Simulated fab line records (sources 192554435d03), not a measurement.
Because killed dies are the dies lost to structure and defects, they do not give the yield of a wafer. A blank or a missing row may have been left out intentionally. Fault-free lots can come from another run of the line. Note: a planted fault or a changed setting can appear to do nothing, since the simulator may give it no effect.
Chamber matching :: flow n5-finfet :: N5_BEOL_M3_DESCUM_16 on rie-diel-04 has 4 sister chambers
The step chemistry O2, time 7 s. 8 wafers are shown with their chamber, then 7 later ones without.

## WAFERS WITH THEIR CHAMBER
wafer: L222.5
chamber: 0
drypump-motor-current-A (A): 4.8
showerhead-plenum-p-Torr (Torr): 2.24

wafer: L225.2
chamber: 2
drypump-motor-current-A (A): 6.1
showerhead-plenum-p-Torr (Torr): 2.20

wafer: L225.5
chamber: 3
drypump-motor-current-A (A): 6.2
showerhead-plenum-p-Torr (Torr): 2.03

wafer: L229.1
chamber: 1
drypump-motor-current-A (A): 5.1
showerhead-plenum-p-Torr (Torr): 2.05

wafer: L229.5
chamber: 0
drypump-motor-current-A (A): 4.8
showerhead-plenum-p-Torr (Torr): 2.23

wafer: L229.6
chamber: 3
drypump-motor-current-A (A): 6.2
showerhead-plenum-p-Torr (Torr): 2.03

wafer: L228.1
chamber: 2
drypump-motor-current-A (A): 6.1
showerhead-plenum-p-Torr (Torr): 2.19

wafer: L228.3
chamber: 1
drypump-motor-current-A (A): 5.2
showerhead-plenum-p-Torr (Torr): 2.04

## WAFERS WITH NO CHAMBER GIVEN
wafer: L228.6
drypump-motor-current-A (A): 6.1
showerhead-plenum-p-Torr (Torr): 2.19

wafer: L232.1
drypump-motor-current-A (A): 6.2
showerhead-plenum-p-Torr (Torr): 2.02

wafer: L232.2
drypump-motor-current-A (A): 4.8
showerhead-plenum-p-Torr (Torr): 2.23

wafer: L232.3
drypump-motor-current-A (A): 6.1
showerhead-plenum-p-Torr (Torr): 2.19

wafer: L237.1
drypump-motor-current-A (A): 4.8
showerhead-plenum-p-Torr (Torr): 2.22

wafer: L237.2
drypump-motor-current-A (A): 5.1
showerhead-plenum-p-Torr (Torr): 2.04

wafer: L237.4
drypump-motor-current-A (A): 6.2
showerhead-plenum-p-Torr (Torr): 2.02

## WHICH CHAMBER EACH ONE RAN IN
wafer: L228.6
from the rows above: 2
in truth: 2

wafer: L232.1
from the rows above: 3
in truth: 3

wafer: L232.2
from the rows above: 0
in truth: 0

wafer: L232.3
from the rows above: 2
in truth: 2

wafer: L237.1
from the rows above: 0
in truth: 0

wafer: L237.2
from the rows above: 1
in truth: 1

wafer: L237.4
from the rows above: 3
in truth: 3
7 of 7 placed correctly. Number that these rows cannot place: 0. Placed wrongly: 0.
How it was worked out, from the rows above alone: a wafer's distance from a chamber is the root of the sum, over the readings, of the square of ((its reading less the chamber's mean) divided by the reading's scatter). If the next closest chamber is less than 2 further off than the closest, the wafer can't be placed; otherwise it belongs to the closest. The mean given for a chamber averages the wafers shown for that chamber. The scatter is the square root of a quotient: the sum, over the shown wafers, of each reading's squared deviation from its chamber's mean, divided by wafers minus chambers.
